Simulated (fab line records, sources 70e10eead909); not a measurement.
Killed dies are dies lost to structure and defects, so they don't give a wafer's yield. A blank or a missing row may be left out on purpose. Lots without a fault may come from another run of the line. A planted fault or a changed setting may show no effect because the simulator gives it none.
Chamber matching | flow nand_harc | NHARC_P_CONTACT_ALD_22 on ald_metal-04: 3 sister chambers
The step deposits TiN, target thk 3 nm, pulse time 1 s, ald cycles 150. 3 wafers are shown with their chamber, then 8 later ones without.

WAFERS WITH THEIR CHAMBER
wafer  | chamber | heater_power_w (W)
L086.4 | 1       | 1187
L089.4 | 2       | 1336
L089.5 | 3       | 1031

WAFERS WITHOUT THEIR CHAMBER
wafer  | heater_power_w (W)
L090.1 | 1325
L090.5 | 1278
L090.6 | 992
L093.2 | 1302
L093.3 | 1016
L093.4 | 1203
L095.3 | 996
L095.4 | 1223

WHICH CHAMBER EACH WENT THROUGH
wafer  | from the rows above     | in truth
L090.1 | 2                       | 2
L090.5 | can't be placed: 2 or 1 | 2
L090.6 | 3                       | 3
L093.2 | 2                       | 2
L093.3 | 3                       | 3
L093.4 | 1                       | 1
L095.3 | 3                       | 3
L095.4 | 1                       | 1
Placed correctly: 7 of 8. Can't be placed from these rows: 1 (the true chamber is among the candidates in 1). Placed wrongly: 0.
How it was worked out, from the rows above alone: a wafer's distance from a chamber is the root of the sum, over the readings, of the square of ((its reading less the chamber's mean) divided by the reading's scatter). The wafer belongs to the nearest chamber; if the next one is less than 2 further off, it can't be placed. A chamber's mean is the mean of its shown wafers. The scatter: with one shown wafer a chamber, the root of the mean of the squares of how far each hidden wafer lies from its nearest shown one.
